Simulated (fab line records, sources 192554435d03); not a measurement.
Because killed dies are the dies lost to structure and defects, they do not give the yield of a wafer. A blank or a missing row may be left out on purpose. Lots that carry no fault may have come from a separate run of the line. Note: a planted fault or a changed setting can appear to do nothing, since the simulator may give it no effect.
Split-lot study :: flow n5_finfet :: route with 1938 steps; 7 lots, 39 wafers read

== THE SPLIT ITSELF ==
At N5_BEOL_M8_DESCUM_33 (chemistry O2, time 7 s), the setting time_s was moved away from the recipe's 7 s on 9 of the 39 wafers read, by -44.5% to -21.8%. All remaining wafers had this setting at the recipe value.

There is no step in the file separating the split from the reading.

== THE READING ==
CAR-EUV_of_BEOL_M8_COAT_22.thk_nm (the simulator's own value, which no gauge read), in nm, at N5_BEOL_M8_ETCH_72 (etches underlayer in N2/H2, target depth 6.5 nm, time 5.2 s). No usual value for it is given in the file. Across the 30 wafers here that went through the recipe, the average is 20.4 nm and the standard deviation 0.088 nm.

wafer: L074.1
tool, chamber at the split: rie_diel-02, 1,0,0,2
time_s as run, s: 7
against the recipe: recipe
CAR-EUV_of_BEOL_M8_COAT_22.thk_nm, nm: 20.4
against lot-mates on the recipe: -

wafer: L074.2
tool, chamber at the split: rie_diel-02, 1,0,0,2
time_s as run, s: 7
against the recipe: recipe
CAR-EUV_of_BEOL_M8_COAT_22.thk_nm, nm: 20.4
against lot-mates on the recipe: -

wafer: L074.3
tool, chamber at the split: rie_diel-02, 2,1
time_s as run, s: 7
against the recipe: recipe
CAR-EUV_of_BEOL_M8_COAT_22.thk_nm, nm: 20.4
against lot-mates on the recipe: -

wafer: L074.4
tool, chamber at the split: rie_diel-02, 1,0,0,2
time_s as run, s: 7
against the recipe: recipe
CAR-EUV_of_BEOL_M8_COAT_22.thk_nm, nm: 20.4
against lot-mates on the recipe: -

wafer: L074.5
tool, chamber at the split: rie_diel-02, 1,0,0,2
time_s as run, s: 7
against the recipe: recipe
CAR-EUV_of_BEOL_M8_COAT_22.thk_nm, nm: 20.4
against lot-mates on the recipe: -

wafer: L074.6
tool, chamber at the split: rie_diel-02, 2,1
time_s as run, s: 7
against the recipe: recipe
CAR-EUV_of_BEOL_M8_COAT_22.thk_nm, nm: 20.4
against lot-mates on the recipe: -

wafer: L075.1
tool, chamber at the split: rie_diel-05, 0,1,2,1
time_s as run, s: 7
against the recipe: recipe
CAR-EUV_of_BEOL_M8_COAT_22.thk_nm, nm: 20.4
against lot-mates on the recipe: -

wafer: L075.2
tool, chamber at the split: rie_diel-05, 3,0
time_s as run, s: 7
against the recipe: recipe
CAR-EUV_of_BEOL_M8_COAT_22.thk_nm, nm: 20.4
against lot-mates on the recipe: -

wafer: L075.3
tool, chamber at the split: rie_diel-05, 0,1,2,1
time_s as run, s: 7
against the recipe: recipe
CAR-EUV_of_BEOL_M8_COAT_22.thk_nm, nm: 20.4
against lot-mates on the recipe: -

wafer: L075.4
tool, chamber at the split: rie_diel-05, 0,1,2,1
time_s as run, s: 7
against the recipe: recipe
CAR-EUV_of_BEOL_M8_COAT_22.thk_nm, nm: 20.4
against lot-mates on the recipe: -

wafer: L075.5
tool, chamber at the split: rie_diel-05, 0,1,2,1
time_s as run, s: 7
against the recipe: recipe
CAR-EUV_of_BEOL_M8_COAT_22.thk_nm, nm: 20.4
against lot-mates on the recipe: -

wafer: L075.6
tool, chamber at the split: rie_diel-05, 3,0
time_s as run, s: 7
against the recipe: recipe
CAR-EUV_of_BEOL_M8_COAT_22.thk_nm, nm: 20.2
against lot-mates on the recipe: -

wafer: L081.1
tool, chamber at the split: rie_diel-05, 1,3,2,0,3,2
time_s as run, s: 7
against the recipe: recipe
CAR-EUV_of_BEOL_M8_COAT_22.thk_nm, nm: 20.6
against lot-mates on the recipe: -

wafer: L081.5
tool, chamber at the split: rie_diel-05, 1,3,2,0,3,2
time_s as run, s: 7
against the recipe: recipe
CAR-EUV_of_BEOL_M8_COAT_22.thk_nm, nm: 20.6
against lot-mates on the recipe: -

wafer: L081.2
tool, chamber at the split: rie_diel-05, 1,3,2,0,3,2
time_s as run, s: 7
against the recipe: recipe
CAR-EUV_of_BEOL_M8_COAT_22.thk_nm, nm: 20.4
against lot-mates on the recipe: -

wafer: L081.3
tool, chamber at the split: rie_diel-05, 1,3,2,0,3,2
time_s as run, s: 7
against the recipe: recipe
CAR-EUV_of_BEOL_M8_COAT_22.thk_nm, nm: 20.4
against lot-mates on the recipe: -

wafer: L081.4
tool, chamber at the split: rie_diel-05, 1,3,2,0,3,2
time_s as run, s: 7
against the recipe: recipe
CAR-EUV_of_BEOL_M8_COAT_22.thk_nm, nm: 20.4
against lot-mates on the recipe: -

wafer: L081.6
tool, chamber at the split: rie_diel-05, 1,3,2,0,3,2
time_s as run, s: 7
against the recipe: recipe
CAR-EUV_of_BEOL_M8_COAT_22.thk_nm, nm: 20.4
against lot-mates on the recipe: -

wafer: L086.1
tool, chamber at the split: rie_diel-02, 0,3,3
time_s as run, s: 7
against the recipe: recipe
CAR-EUV_of_BEOL_M8_COAT_22.thk_nm, nm: 20.4
against lot-mates on the recipe: -

wafer: L086.4
tool, chamber at the split: rie_diel-02, 0,3,3
time_s as run, s: 7
against the recipe: recipe
CAR-EUV_of_BEOL_M8_COAT_22.thk_nm, nm: 20.4
against lot-mates on the recipe: -

wafer: L086.5
tool, chamber at the split: rie_diel-02, 0,3,3
time_s as run, s: 7
against the recipe: recipe
CAR-EUV_of_BEOL_M8_COAT_22.thk_nm, nm: 20.4
against lot-mates on the recipe: -

wafer: L088.1
tool, chamber at the split: rie_diel-05, 1,0
time_s as run, s: 7
against the recipe: recipe
CAR-EUV_of_BEOL_M8_COAT_22.thk_nm, nm: 20.4
against lot-mates on the recipe: -

wafer: L088.3
tool, chamber at the split: rie_diel-05, 0
time_s as run, s: 7
against the recipe: recipe
CAR-EUV_of_BEOL_M8_COAT_22.thk_nm, nm: 20.4
against lot-mates on the recipe: -

wafer: L088.4
tool, chamber at the split: rie_diel-05, 1,0
time_s as run, s: 7
against the recipe: recipe
CAR-EUV_of_BEOL_M8_COAT_22.thk_nm, nm: 20.4
against lot-mates on the recipe: -

wafer: L088.2
tool, chamber at the split: rie_diel-05, 3
time_s as run, s: 5.472
against the recipe: -21.8%
CAR-EUV_of_BEOL_M8_COAT_22.thk_nm, nm: 21.2
against lot-mates on the recipe: +0.8

wafer: L088.5
tool, chamber at the split: rie_diel-05, 3,1
time_s as run, s: 5.472
against the recipe: -21.8%
CAR-EUV_of_BEOL_M8_COAT_22.thk_nm, nm: 21.2
against lot-mates on the recipe: +0.8

wafer: L088.6
tool, chamber at the split: rie_diel-05, 3,1
time_s as run, s: 5.472
against the recipe: -21.8%
CAR-EUV_of_BEOL_M8_COAT_22.thk_nm, nm: 21.4
against lot-mates on the recipe: +1.0

wafer: L087.1
tool, chamber at the split: rie_diel-04, 3,1,2
time_s as run, s: 3.883
against the recipe: -44.5%
CAR-EUV_of_BEOL_M8_COAT_22.thk_nm, nm: 21.8
against lot-mates on the recipe: +1.5

wafer: L087.4
tool, chamber at the split: rie_diel-04, 3,1,2
time_s as run, s: 3.883
against the recipe: -44.5%
CAR-EUV_of_BEOL_M8_COAT_22.thk_nm, nm: 21.8
against lot-mates on the recipe: +1.5

wafer: L087.2
tool, chamber at the split: rie_diel-04, 0,2,1
time_s as run, s: 7
against the recipe: recipe
CAR-EUV_of_BEOL_M8_COAT_22.thk_nm, nm: 20.2
against lot-mates on the recipe: -

wafer: L087.3
tool, chamber at the split: rie_diel-04, 3,1,2
time_s as run, s: 3.883
against the recipe: -44.5%
CAR-EUV_of_BEOL_M8_COAT_22.thk_nm, nm: 22
against lot-mates on the recipe: +1.7

wafer: L087.5
tool, chamber at the split: rie_diel-04, 0,2,1
time_s as run, s: 7
against the recipe: recipe
CAR-EUV_of_BEOL_M8_COAT_22.thk_nm, nm: 20.4
against lot-mates on the recipe: -

wafer: L087.6
tool, chamber at the split: rie_diel-04, 0,2,1
time_s as run, s: 7
against the recipe: recipe
CAR-EUV_of_BEOL_M8_COAT_22.thk_nm, nm: 20.4
against lot-mates on the recipe: -

wafer: L090.1
tool, chamber at the split: rie_diel-05, 1,3,3
time_s as run, s: 4.301
against the recipe: -38.6%
CAR-EUV_of_BEOL_M8_COAT_22.thk_nm, nm: 21.6
against lot-mates on the recipe: +1.3

wafer: L090.2
tool, chamber at the split: rie_diel-05, 1,3,3
time_s as run, s: 4.301
against the recipe: -38.6%
CAR-EUV_of_BEOL_M8_COAT_22.thk_nm, nm: 21.6
against lot-mates on the recipe: +1.3

wafer: L090.4
tool, chamber at the split: rie_diel-05, 1,3,3
time_s as run, s: 4.301
against the recipe: -38.6%
CAR-EUV_of_BEOL_M8_COAT_22.thk_nm, nm: 21.6
against lot-mates on the recipe: +1.3

wafer: L090.3
tool, chamber at the split: rie_diel-05, 0,1,0
time_s as run, s: 7
against the recipe: recipe
CAR-EUV_of_BEOL_M8_COAT_22.thk_nm, nm: 20.2
against lot-mates on the recipe: -

wafer: L090.6
tool, chamber at the split: rie_diel-05, 0,1,0
time_s as run, s: 7
against the recipe: recipe
CAR-EUV_of_BEOL_M8_COAT_22.thk_nm, nm: 20.2
against lot-mates on the recipe: -

wafer: L090.5
tool, chamber at the split: rie_diel-05, 0,1,0
time_s as run, s: 7
against the recipe: recipe
CAR-EUV_of_BEOL_M8_COAT_22.thk_nm, nm: 20.4
against lot-mates on the recipe: -
When a row names more than one chamber, that row covers several wafers, and the file does not tell which wafer ran in which chamber.

THE FIT
A straight line over all 39 wafers: CAR-EUV_of_BEOL_M8_COAT_22.thk_nm changes by -0.0333 nm for each +1% of time_s; r = -0.98; the points scatter about the line by 0.1 nm.
The same after taking each lot's own level away (the mean of its wafers on the recipe; 39 wafers): -0.035 nm for each +1%; r = -0.99; scatter 0.078 nm.
On that fit, the largest move of time_s shifts the reading by 1.6 nm.
Across the lots, their own levels run from 20.27 to 20.47 nm, a range of 2.3 times the standard deviation given above.
Consequently the slope shifts little with the lot-to-lot level, the two slopes agreeing.
Check: with one of the wafers moved furthest among these (-44.5%) left out of the fit, the line predicts +1.58 nm for it against its lot-mates. Against them it came out at +1.47 nm.

== THE OTHER SPLITS THESE WAFERS WENT THROUGH ==
These wafers also went through other splits before the reading. Each is held against what the fit with the lots' levels taken away leaves over:
other split on the same wafers: N5_BEOL_M2_TRENCH_ETCH_37 time_s
wafers away from the commonest value: 12
r with CAR-EUV_of_BEOL_M8_COAT_22.thk_nm (lot level and that fit taken away): +0.13

other split on the same wafers: N5_BEOL_M4_DESCUM_16 time_s
wafers away from the commonest value: 9
r with CAR-EUV_of_BEOL_M8_COAT_22.thk_nm (lot level and that fit taken away): -0.16

== THE WHOLE CHAIN: every reading that the file lists as answering this split, in the file's order ==
step: N5_BEOL_M8_DESCUM_33
what it does: chemistry O2, time 7 s
reading: CAR-EUV_of_BEOL_M8_COAT_22.thk_nm (the simulator's own value, which no gauge read)
change (the file's fit): -0.0362 nm for each +1% of the setting
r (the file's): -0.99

step: N5_BEOL_M8_ETCH_72
what it does: etches underlayer in N2/H2, target depth 6.5 nm, time 5.2 s
reading: CAR-EUV_of_BEOL_M8_COAT_22.thk_nm (the simulator's own value, which no gauge read)
change (the file's fit): -0.0351 nm for each +1% of the setting
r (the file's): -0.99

== FILE'S OWN FIT ==
CAR-EUV_of_BEOL_M8_COAT_22.thk_nm changes by -0.0351 nm for each +1% of time_s, r = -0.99.
